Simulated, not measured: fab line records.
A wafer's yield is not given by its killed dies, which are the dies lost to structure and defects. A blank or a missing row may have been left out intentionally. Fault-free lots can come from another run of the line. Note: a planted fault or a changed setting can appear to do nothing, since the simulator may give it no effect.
Chamber matching    flow nand harc    cmp-01 running NHARC_P_M1_CMP_23: 4 sister chambers
The step polishes, t overpolish 20 s, target thk 157.82 nm. 8 wafers are shown with their chamber, then 9 later ones without.

WAFERS, EACH WITH ITS CHAMBER
wafer   chamber  motor current A (A)  edge zone pressure frac
L079.4  1        11.6                 1.007
L079.6  3        10.6                 0.995
L081.1  3        11.9                 0.997
L081.4  0        12.5                 0.991
L081.6  0        11.7                 1.004
L082.2  2        10.3                 1.006
L082.4  1        11.1                 1.000
L082.6  2        9.8                  1.004

WAFERS MISSING THEIR CHAMBER
wafer   motor current A (A)  edge zone pressure frac
L087.2  11.4                 0.994
L087.3  12.3                 1.001
L087.6  11.4                 0.995
L091.1  12.6                 1.005
L091.3  10.7                 0.995
L091.6  11.4                 0.998
L096.1  10.8                 1.000
L096.2  12.2                 1.007
L096.4  11.8                 1.002

EACH ONE'S CHAMBER
wafer   from the rows above                in truth
L087.2  can't be placed: 3 or 0 or 1       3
L087.3  can't be placed: 0 or 1 or 3       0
L087.6  can't be placed: 3 or 0 or 1       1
L091.1  can't be placed: 0 or 1 or 3       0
L091.3  can't be placed: 3 or 1 or 2 or 0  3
L091.6  can't be placed: 3 or 1 or 0       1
L096.1  can't be placed: 3 or 1 or 2 or 0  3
L096.2  can't be placed: 1 or 0 or 3       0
L096.4  can't be placed: 1 or 0 or 3       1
Placed correctly: 0 of 9. Can't be placed from these rows: 9 (the true chamber is among the candidates in 9). Placed wrongly: 0.
How it was worked out, from the rows above alone: a wafer's distance from a chamber is the root of the sum, over the readings, of the square of ((its reading less the chamber's mean) divided by the reading's scatter). If the next closest chamber is less than 2 further off than the closest, the wafer can't be placed; otherwise it belongs to the closest. For every chamber, the mean is computed from those of its wafers that are shown. How the scatter is found: for the shown wafers, subtract from each reading the mean of its chamber, square and add these, divide the total by (wafers less chambers), then take the root.
